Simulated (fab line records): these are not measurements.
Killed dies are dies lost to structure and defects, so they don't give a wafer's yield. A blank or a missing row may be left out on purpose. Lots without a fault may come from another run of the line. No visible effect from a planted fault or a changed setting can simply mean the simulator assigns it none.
Matching of chambers | flow n5-finfet | N5_BEOL_M3_PECVD_72 on pecvd-01 has 3 sister chambers
The step deposits SiO2 from TEOS/O2, target thk 16 nm, time 18 s. 3 wafers are shown with their chamber, then 8 later ones without.

WAFERS PAIRED WITH THEIR CHAMBERS
wafer  | chamber | throttle-valve-pct (%)
L079.1 | 2       | 23.9
L085.4 | 1       | 20.9
L083.1 | 0       | 21.7

WAFERS WITHOUT THEIR CHAMBER
wafer  | throttle-valve-pct (%)
L083.2 | 21.0
L083.5 | 21.1
L084.2 | 21.6
L084.4 | 20.7
L084.5 | 21.6
L089.1 | 21.9
L089.2 | 20.0
L089.4 | 20.3

CHAMBER TAKEN BY EACH
wafer  | from the rows above     | in truth
L083.2 | can't be placed: 1 or 0 | 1
L083.5 | can't be placed: 1 or 0 | 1
L084.2 | can't be placed: 0 or 1 | 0
L084.4 | can't be placed: 1 or 0 | 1
L084.5 | can't be placed: 0 or 1 | 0
L089.1 | can't be placed: 0 or 1 | 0
L089.2 | can't be placed: 1 or 0 | 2
L089.4 | can't be placed: 1 or 0 | 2
Correctly placed: 0 of 8. Cannot be placed on the basis of these rows: 8; the candidates contain the true chamber in 6. Wrongly placed: 0.
How it was worked out, from the rows above alone: a wafer's distance from a chamber is the root of the sum, over the readings, of the square of ((its reading less the chamber's mean) divided by the reading's scatter). If the next closest chamber is less than 2 further off than the closest, the wafer can't be placed; otherwise it belongs to the closest. For every chamber, the mean is computed from those of its wafers that are shown. The scatter: root of mean squared gap, hidden wafer to nearest shown wafer, with one shown wafer a chamber.
